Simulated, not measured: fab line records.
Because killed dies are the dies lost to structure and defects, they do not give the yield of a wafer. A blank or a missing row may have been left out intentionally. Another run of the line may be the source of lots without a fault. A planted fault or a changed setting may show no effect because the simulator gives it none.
Matching of chambers | flow nandHarc | NHARC_A_STAIRCASE_DEP_156 on pecvd-03 has 3 sister chambers
The step deposits SiNx, target thk 50 nm. 3 wafers are shown with their chamber, then 10 later ones without.

== WAFERS PAIRED WITH THEIR CHAMBERS ==
wafer  | chamber | heaterPowerOuterW (W)
L091.2 | 1       | 348
L091.4 | 2       | 483
L092.4 | 0       | 455

== WAFERS WITH NO CHAMBER GIVEN ==
wafer  | heaterPowerOuterW (W)
L092.6 | 350
L095.2 | 384
L095.4 | 454
L095.5 | 388
L097.1 | 390
L097.3 | 437
L097.5 | 457
L097.2 | 442
L097.4 | 394
L097.6 | 437

== THE CHAMBER EACH PASSED THROUGH ==
wafer  | from the rows above          | in truth
L092.6 | 1                            | 1
L095.2 | can't be placed: 1 or 0      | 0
L095.4 | can't be placed: 0 or 2      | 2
L095.5 | can't be placed: 1 or 0 or 2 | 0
L097.1 | can't be placed: 1 or 0 or 2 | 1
L097.3 | can't be placed: 0 or 2      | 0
L097.5 | can't be placed: 0 or 2      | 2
L097.2 | can't be placed: 0 or 2      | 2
L097.4 | can't be placed: 1 or 0 or 2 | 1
L097.6 | can't be placed: 0 or 2      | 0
Placed correctly: 1 of 10. Cannot be placed on the basis of these rows: 9; the candidates contain the true chamber in 9. Number placed wrongly: 0.
How it was worked out, from the rows above alone: a wafer's distance from a chamber is the root of the sum, over the readings, of the square of ((its reading less the chamber's mean) divided by the reading's scatter). If the next closest chamber is less than 2 further off than the closest, the wafer can't be placed; otherwise it belongs to the closest. For every chamber, the mean is computed from those of its wafers that are shown. The scatter: with one shown wafer a chamber, the root of the mean of the squares of how far each hidden wafer lies from its nearest shown one.
